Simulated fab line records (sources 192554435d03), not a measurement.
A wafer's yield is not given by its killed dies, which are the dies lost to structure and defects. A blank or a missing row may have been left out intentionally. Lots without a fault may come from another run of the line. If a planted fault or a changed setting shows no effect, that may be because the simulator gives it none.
fab line records | flow n5_finfet
[record] lots = 11 | wafers = 33 | last_day = 16
route steps=1938 shown BEOL_M7@1277
lots that met no fault: from a run of the same line without faults
start_h: hours from the record's first day to the start of the lot's first wafer shown | wait_h: how many hours have passed since the lot's step before this one | " same as the row above | L1.1+2: a single row standing in for several wafers | - no value, or no start given | * or withheld: withheld | < > ~ a bound
route shown NAME@n: a module of which the file shows steps, and the number in the route of the first | usual: mean/standard deviation taken from wafers without a fault | same: alike in all rows | chamber/n: place in a boat | sites: readings site by site | _std_site: standard deviation across them | _edge_site: outer sites' mean less inner sites' | radius_mm: how far each site lies from the wafer's centre | mask NAME#n: copy n | behind: the last tool/chamber to shape the wafer | hold: cause of the lot's hold/its duration in hours/its outcome | device: transistor that didn't switch, given as n, p or np | end of line: at the end of the route, the tests of the same wafers | a step without rows: its recipe alone | killed: at the first sort, the dies lost to defects and structure; wafer yield is something else | map: a wafer's dies, marking killed ones x, the rest . and places with no die _
set.NAME: the setting as run; set.NAME@STEP: as run at that earlier step | model.NAME: the simulator's own value behind a step, which no gauge read
a sample of lots followed through the steps of the route, with each step as a table and each wafer as a row
services: when a tool's chamber went out of use (start_h, in hours from the record's first day, below 0 if earlier), for how many hours, and the reason
[[steps]]
[step N5_BEOL_M7_OVL_MEAS_12]
[recipe] points_per_wafer = 44
[usual] M7_OVL = 0.0/0.77
lot.wafer | tool       | chamber | start_h | wait_h | M7_OVL[nm]
L264.2    | overlay-02 | 0       | 187.81  | 0.0    | -0.8
L264.3    | "          | 0       | "       | "      | -0.2
L264.4    | "          | 0       | "       | "      | -0.7
L266.3    | overlay-01 | 0       | 190.59  | 0.0    | 1.5
L266.4    | "          | 0       | "       | "      | 0.5
L266.6    | "          | 0       | "       | "      | 0.0
L268.1    | overlay-01 | 0       | 214.58  | 0.0    | -0.2
L268.5    | "          | 0       | "       | "      | -0.3
L268.6    | "          | 0       | "       | "      | -1.8
L267.3    | overlay-02 | 0       | 220.24  | 0.0    | -0.7
L267.4    | "          | 0       | "       | "      | 0.0
L267.6    | "          | 0       | "       | "      | 0.0
L269.2    | overlay-01 | 0       | 220.64  | 0.0    | 0.0
L269.4    | "          | 0       | "       | "      | 0.4
L269.6    | "          | 0       | "       | "      | -0.6
L274.3    | overlay-02 | 0       | 253.65  | 0.0    | 0.8
L274.4    | "          | 0       | "       | "      | -0.2
L274.5    | "          | 0       | "       | "      | 1.7
L277.1    | overlay-02 | 0       | 281.11  | 0.0    | 1.8
L277.4    | "          | 0       | "       | "      | 0.5
L277.5    | "          | 0       | "       | "      | 0.7
L280.3    | overlay-01 | 0       | 286.04  | 0.0    | -1.4
L280.5    | "          | 0       | "       | "      | -2.2
L280.6    | "          | 0       | "       | "      | -0.2
L279.2    | overlay-01 | 0       | 286.40  | 0.0    | -0.3
L279.4    | "          | 0       | "       | "      | -1.0
L279.6    | "          | 0       | "       | "      | -0.4
L281.1    | overlay-01 | 0       | 293.50  | 0.0    | -0.5
L281.2    | "          | 0       | "       | "      | 1.6
L281.6    | "          | 0       | "       | "      | 1.7
L283.2    | overlay-01 | 0       | 309.07  | 0.0    | -0.2
L283.4    | "          | 0       | "       | "      | -0.8
L283.5    | "          | 0       | "       | "      | 0.2
[step N5_BEOL_M7_STRIP_19]
[recipe] chemistry = O2 | power_w = 400 | temp_c = 40 | pressure_mtorr = 30 | rf_frequency_hz = 6e+07 | bias_power_w = 0 | overash_fraction = 0.2 | o2_flow_sccm = 225
[usual] drypump_motor_current_A = 5.8/0.53 | oes_product_au = 0.79/0.064 | rf_vpp_V = 3.7/0.62 | showerhead_plenum_p_Torr = 2.09/0.047 | throttle_valve_pct = 16.64/0.22
[same] overash_fraction = 0.2
lot.wafer | tool        | chamber | start_h | wait_h | drypump_motor_current_A | oes_product_au | rf_hours_counter_h | rf_vpp_V | showerhead_plenum_p_Torr | throttle_valve_pct
L264.2    | rie_diel-05 | 3       | 188.40  | 0.2    | 6.4                     | 0.83           | 86                 | 4.1      | 2.06                     | 16.92
L264.3    | "           | 2       | "       | "      | 5.9                     | 0.80           | 101                | 3.1      | 2.13                     | 16.50
L264.4    | "           | 1       | "       | "      | 5.7                     | 0.74           | -                  | 4.0      | 2.17                     | 16.48
L266.3    | rie_diel-03 | 3       | 191.34  | 0.3    | 6.6                     | 0.82           | 91                 | 3.0      | 2.13                     | 16.51
L266.4    | "           | 1       | "       | "      | 4.8                     | 0.91           | -                  | 3.2      | 2.15                     | 16.48
L266.6    | "           | 0       | "       | "      | 5.3                     | 0.83           | -                  | 3.6      | 2.05                     | 16.65
L268.1    | rie_diel-03 | 1       | 215.03  | 0.1    | 4.8                     | 0.87           | 27                 | 3.7      | 2.14                     | 16.47
L268.5    | "           | 0       | "       | "      | 5.3                     | 0.81           | -                  | 3.0      | 2.05                     | 16.65
L268.6    | "           | 3       | "       | "      | 6.7                     | 0.81           | -                  | 4.6      | 2.12                     | 16.51
L267.3    | rie_diel-02 | 3       | 220.68  | 0.1    | 5.4                     | 0.75           | 174                | 4.0      | 2.09                     | 16.91
L267.4    | "           | 2       | "       | "      | 6.4                     | 0.71           | 175                | 2.5      | 2.12                     | 17.04
L267.6    | "           | 0       | "       | "      | 5.4                     | 0.86           | -                  | 3.1      | 2.07                     | 16.30
L269.2    | rie_diel-05 | 3       | 221.15  | 0.1    | 6.4                     | 0.81           | 97                 | 2.5      | 2.05                     | 16.96
L269.4    | "           | 1       | "       | "      | 5.7                     | 0.72           | 174                | 4.1      | 2.16                     | 16.49
L269.6    | "           | 3       | "       | "      | 6.4                     | 0.80           | -                  | 2.5      | 2.05                     | 16.93
L274.3    | rie_diel-03 | 1       | 254.10  | 0.1    | 4.8                     | 0.87           | 39                 | 4.0      | 2.14                     | 16.49
L274.4    | "           | 0       | "       | "      | 5.3                     | 0.81           | 101                | 4.2      | 2.04                     | 16.69
L274.5    | "           | 3       | "       | "      | 6.6                     | 0.79           | -                  | 3.9      | 2.12                     | 16.52
L277.1    | rie_diel-03 | 0       | 281.70  | 0.2    | 5.3                     | 0.79           | 110                | 4.3      | 2.04                     | 16.70
L277.4    | "           | 3       | "       | "      | 6.6                     | 0.79           | -                  | 3.9      | 2.12                     | 16.58
L277.5    | "           | 0       | "       | "      | 5.3                     | 0.79           | -                  | 4.5      | 2.04                     | 16.69
L280.3    | rie_diel-03 | 3       | 286.48  | 0.1    | 6.6                     | 0.79           | 121                | 3.6      | 2.11                     | 16.56
L280.5    | "           | 0       | "       | "      | 5.3                     | 0.79           | -                  | 3.6      | 2.04                     | 16.69
L280.6    | "           | 3       | "       | "      | 6.6                     | 0.79           | -                  | 3.9      | 2.11                     | 16.54
L279.2    | rie_diel-02 | 3       | 286.96  | 0.1    | 5.4                     | 0.73           | 193                | 3.7      | 2.08                     | 16.95
L279.4    | "           | 1       | "       | "      | 5.7                     | 0.77           | 120                | 3.6      | 2.02                     | 16.56
L279.6    | "           | 0       | "       | "      | 5.4                     | 0.84           | -                  | 3.2      | 2.07                     | 16.35
L281.1    | rie_diel-05 | 2       | 294.30  | 0.1    | 5.9                     | 0.78           | 139                | 3.0      | 2.11                     | 16.58
L281.2    | "           | 3       | "       | "      | 6.4                     | 0.80           | 121                | 4.5      | 2.04                     | 16.98
L281.6    | "           | 2       | "       | "      | 5.9                     | 0.77           | -                  | 2.2      | 2.11                     | 16.59
L283.2    | rie_diel-05 | 1       | 309.52  | 0.1    | 5.6                     | 0.70           | 206                | 3.7      | 2.15                     | 16.58
L283.4    | "           | 2       | "       | "      | 5.9                     | 0.77           | 143                | 3.7      | 2.11                     | 16.60
L283.5    | "           | 0       | "       | "      | 5.8                     | 0.95           | -                  | 3.9      | 2.04                     | 16.20
[step N5_BEOL_M7_CD_MEAS_28]
[recipe] target_cd_nm = 40 | landing_energy_ev = 500 | detector = se_inlens
[usual] cd_nm = 40.03/0.24
lot.wafer | tool      | chamber | start_h | wait_h | cd_nm
L264.2    | cd_sem-02 | 0       | 189.67  | -      | 40.05
L264.3    | "         | 0       | "       | "      | 40.28
L264.4    | "         | 0       | "       | "      | 40.51
L266.3    | cd_sem-02 | 0       | 193.30  | -      | 39.92
L266.4    | "         | 0       | "       | "      | 39.51
L266.6    | "         | 0       | "       | "      | 40.01
L268.1    | cd_sem-01 | 0       | 215.53  | -      | 40.00
L268.5    | "         | 0       | "       | "      | 39.69
L268.6    | "         | 0       | "       | "      | 40.02
L267.3    | cd_sem-02 | 0       | 222.66  | -      | 40.10
L267.4    | "         | 0       | "       | "      | 40.16
L267.6    | "         | 0       | "       | "      | 39.89
L269.2    | cd_sem-01 | 0       | 222.86  | -      | 39.99
L269.4    | "         | 0       | "       | "      | 40.09
L269.6    | "         | 0       | "       | "      | 39.89
L274.3    | cd_sem-03 | 0       | 257.37  | -      | 40.16
L274.4    | "         | 0       | "       | "      | 40.52
L274.5    | "         | 0       | "       | "      | 40.15
L277.1    | cd_sem-01 | 0       | 284.84  | -      | 40.30
L277.4    | "         | 0       | "       | "      | 40.23
L277.5    | "         | 0       | "       | "      | 39.95
L280.3    | cd_sem-03 | 0       | 288.95  | -      | 40.30
L280.5    | "         | 0       | "       | "      | 40.28
L280.6    | "         | 0       | "       | "      | 40.06
L279.2    | cd_sem-03 | 0       | 289.08  | -      | 39.70
L279.4    | "         | 0       | "       | "      | 40.38
L279.6    | "         | 0       | "       | "      | 40.39
L281.1    | cd_sem-02 | 0       | 294.80  | -      | 40.12
L281.2    | "         | 0       | "       | "      | 39.82
L281.6    | "         | 0       | "       | "      | 40.06
L283.2    | cd_sem-03 | 0       | 310.05  | -      | 39.58
L283.4    | "         | 0       | "       | "      | 40.10
L283.5    | "         | 0       | "       | "      | 40.44
[step N5_BEOL_M7_ETCH_41]
[recipe] chemistry = CH3F/O2 | target = SiCN | target_depth_a = 319 | taper_deg = 2 | time_s = 57.8 | ion_energy_ev = 120 | mask_material = TiN | pressure_mtorr = 30 | source_w = 395 | bias_w = 75 | Ar_flow_sccm = 150 | CH3F_flow_sccm = 30 | O2_flow_sccm = 20
[usual] bias_w = 74.96/0.22 | drypump_motor_current_A = 5.8/0.49 | oes_product_au = 0.79/0.072 | rf_vpp_V = 297.2/1.4 | showerhead_plenum_p_Torr = 1.99/0.041 | throttle_valve_pct = 16.22/0.21
lot.wafer | tool        | chamber | start_h | wait_h | bias_w | drypump_motor_current_A | oes_product_au | rf_hours_counter_h | rf_vpp_V | showerhead_plenum_p_Torr | throttle_valve_pct
L264.2    | rie_diel-05 | 2       | 190.32  | -      | 75.01  | 5.9                     | 0.81           | 101                | 296.3    | 2.01                     | 16.07
L264.3    | "           | 3       | "       | "      | 75.08  | 6.4                     | 0.82           | 87                 | 296.9    | 1.96                     | 16.50
L264.4    | "           | 1       | "       | "      | 75.28  | 5.6                     | 0.74           | -                  | 299.1    | 2.06                     | 16.11
L266.3    | rie_diel-05 | 3       | 193.72  | -      | 74.55  | 6.4                     | 0.82           | 89                 | 296.1    | 1.95                     | 16.52
L266.4    | "           | 0       | "       | "      | 75.14  | 5.8                     | 0.71           | 225                | 297.3    | 1.97                     | 16.36
L266.6    | "           | 1       | "       | "      | 75.07  | 5.6                     | 0.74           | -                  | 300.0    | 2.06                     | 16.11
L268.1    | rie_diel-05 | 1       | 215.96  | -      | 74.91  | 5.7                     | 0.72           | 172                | 300.0    | 2.06                     | 16.13
L268.5    | "           | 3       | "       | "      | 74.70  | 6.4                     | 0.81           | -                  | 296.8    | 1.95                     | 16.51
L268.6    | "           | 2       | "       | "      | 74.92  | 5.9                     | 0.80           | -                  | 298.2    | 2.01                     | 16.09
L267.3    | rie_diel-03 | 3       | 223.50  | -      | 74.83  | 6.7                     | 0.80           | 102                | 297.5    | 2.00                     | 16.02
L267.4    | "           | 2       | "       | "      | 74.89  | 5.7                     | 0.69           | 238                | 298.4    | 2.05                     | 16.42
L267.6    | "           | 0       | "       | "      | 75.17  | 5.3                     | 0.83           | -                  | 295.4    | 1.94                     | 16.23
L269.2    | rie_diel-02 | 3       | 223.90  | -      | 74.84  | 5.4                     | 0.74           | 175                | 297.8    | 1.97                     | 16.45
L269.4    | "           | 2       | "       | "      | 75.21  | 6.5                     | 0.70           | 176                | 297.2    | 1.99                     | 16.50
L269.6    | "           | 0       | "       | "      | 74.59  | 5.4                     | 0.88           | -                  | 295.0    | 1.96                     | 15.88
L274.3    | rie_diel-02 | 2       | 257.79  | -      | 75.06  | 6.4                     | 0.69           | 185                | 298.2    | 1.99                     | 16.52
L274.4    | "           | 3       | "       | "      | 95.10  | 5.4                     | 0.78           | 185                | 344.6    | 1.96                     | 16.44
L274.5    | "           | 3       | "       | "      | 95.02  | 5.4                     | 0.77           | -                  | 346.6    | 1.96                     | 16.44
L277.1    | rie_diel-02 | 0       | 285.27  | -      | 74.85  | 5.4                     | 0.85           | 77                 | 296.9    | 1.96                     | 15.88
L277.4    | "           | 2       | "       | "      | 75.35  | 6.4                     | 0.68           | 192                | 297.9    | 1.99                     | 16.55
L277.5    | "           | 3       | "       | "      | 94.78  | 5.4                     | 0.77           | -                  | 344.7    | 1.96                     | 16.45
L280.3    | rie_diel-03 | 3       | 290.25  | -      | 74.98  | 6.6                     | 0.78           | 122                | 298.4    | 1.99                     | 16.05
L280.5    | "           | 2       | "       | "      | 75.18  | 5.7                     | 0.97           | -                  | 297.7    | 2.05                     | 15.96
L280.6    | "           | 3       | "       | "      | 75.14  | 6.7                     | 0.78           | -                  | 298.9    | 1.99                     | 16.08
L279.2    | rie_diel-05 | 1       | 290.63  | -      | 74.95  | 5.7                     | 0.71           | 199                | 298.8    | 2.05                     | 16.16
L279.4    | "           | 2       | "       | "      | 75.10  | 5.9                     | 0.78           | -                  | 296.2    | 2.00                     | 16.16
L279.6    | "           | 3       | "       | "      | 75.10  | 6.4                     | 0.79           | -                  | 294.7    | 1.95                     | 16.58
L281.1    | rie_diel-05 | 1       | 295.38  | -      | 74.98  | 5.7                     | 0.70           | 201                | 298.8    | 2.05                     | 16.15
L281.2    | "           | 0       | "       | "      | 75.18  | 5.8                     | 0.98           | 0                  | 297.9    | 1.97                     | 15.94
L281.6    | "           | 0       | "       | "      | 74.99  | 5.8                     | 0.98           | -                  | 297.2    | 1.97                     | 15.94
L283.2    | rie_diel-03 | 2       | 310.48  | -      | 74.62  | 5.8                     | 0.93           | 8                  | 298.6    | 2.05                     | 15.97
L283.4    | "           | 2       | "       | "      | 74.56  | 5.7                     | 0.94           | -                  | 298.9    | 2.05                     | 15.96
L283.5    | "           | 0       | "       | "      | 74.78  | 5.3                     | 0.80           | -                  | 296.4    | 1.93                     | 16.29
[[services]]
tool        | chamber | start_h | hours | kind
rie_diel-03 | 2       | 189.48  | 14.7  | repair
rie_diel-02 | -       | 249.58  | 2.8   | pm
rie_diel-03 | 2       | 261.75  | -     | clean
rie_diel-03 | 2       | 261.75  | -     | consumable_replace:focus_ring
rie_diel-03 | 2       | 261.75  | 24.2  | scheduled_down
rie_diel-03 | 2       | 261.75  | 24.2  | vent_cycle
rie_diel-05 | 0       | 269.66  | -     | clean
rie_diel-05 | 0       | 269.66  | -     | consumable_replace:focus_ring
rie_diel-05 | 0       | 269.66  | 24.8  | scheduled_down
rie_diel-05 | 0       | 269.66  | 24.8  | vent_cycle
[[key]]
[first_sign] step = N5_BEOL_M7_ETCH_41 | reading = bias_w | direction = up | sigmas = 91 | usual = * | struck = *
[effect] step = N5_BEOL_M7_ETCH_41 | reading = rf_vpp_V | direction = up | sigmas = 35 | usual = 297.2 | struck = 345.3
met_at N5_BEOL_M7_ETCH_41
struck_lots L274,L277
struck_wafers L274.4,L274.5,L277.5
not_acting_at N5_BEOL_M7_OVL_MEAS_12,N5_BEOL_M7_STRIP_19,N5_BEOL_M7_CD_MEAS_28
onset_between 223.90 257.79
[fault] kind = process_parameter_drift | tool = rie_diel-02 | chamber = 3 | onset_h = 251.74 | steps = N5_BEOL_M7_ETCH_41 | channel = bias_w | offset = * | shape = step | end_h = 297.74 | acts_in = * | stated = *
